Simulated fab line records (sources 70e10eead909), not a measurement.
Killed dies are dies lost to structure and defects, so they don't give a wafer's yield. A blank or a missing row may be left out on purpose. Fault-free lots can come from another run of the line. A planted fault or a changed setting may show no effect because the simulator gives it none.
Chamber matching || flow nand-harc || 4 sister chambers for NHARC_A_CHANNEL_FILL_D1_ETCHBACK_20 on rie-diel-01
The step etches the open film in C4F8/O2/Ar, target depth 27 nm, time 13.5 s. 4 wafers are shown with their chamber, then 7 later ones without.

WAFERS, EACH WITH ITS CHAMBER
{"wafer": "L375.4", "chamber": 1, "rf-vpp-V (V)": 974}
{"wafer": "L379.1", "chamber": 2, "rf-vpp-V (V)": 978}
{"wafer": "L380.1", "chamber": 0, "rf-vpp-V (V)": 983}
{"wafer": "L380.4", "chamber": 3, "rf-vpp-V (V)": 972}

WAFERS WHOSE CHAMBER IS MISSING
{"wafer": "L380.5", "rf-vpp-V (V)": 984}
{"wafer": "L383.1", "rf-vpp-V (V)": 983}
{"wafer": "L383.2", "rf-vpp-V (V)": 979}
{"wafer": "L383.5", "rf-vpp-V (V)": 979}
{"wafer": "L389.4", "rf-vpp-V (V)": 979}
{"wafer": "L391.2", "rf-vpp-V (V)": 980}
{"wafer": "L392.2", "rf-vpp-V (V)": 985}

CHAMBER TAKEN BY EACH
{"wafer": "L380.5", "from the rows above": 0, "in truth": 0}
{"wafer": "L383.1", "from the rows above": 0, "in truth": 0}
{"wafer": "L383.2", "from the rows above": 2, "in truth": 2}
{"wafer": "L383.5", "from the rows above": 2, "in truth": 2}
{"wafer": "L389.4", "from the rows above": 2, "in truth": 2}
{"wafer": "L391.2", "from the rows above": "can't be placed: 2 or 0", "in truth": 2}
{"wafer": "L392.2", "from the rows above": 0, "in truth": 0}
Correct placement for 6 of the 7. Cannot be placed on the basis of these rows: 1; the candidates contain the true chamber in 1. Number placed wrongly: 0.
How it was worked out, from the rows above alone: a wafer's distance from a chamber is the root of the sum, over the readings, of the square of ((its reading less the chamber's mean) divided by the reading's scatter). The wafer belongs to the nearest chamber; if the next one is less than 2 further off, it can't be placed. The mean given for a chamber averages the wafers shown for that chamber. The scatter (one wafer shown for each chamber): square how far every hidden wafer sits from the nearest shown wafer, average those squares and take the square root.
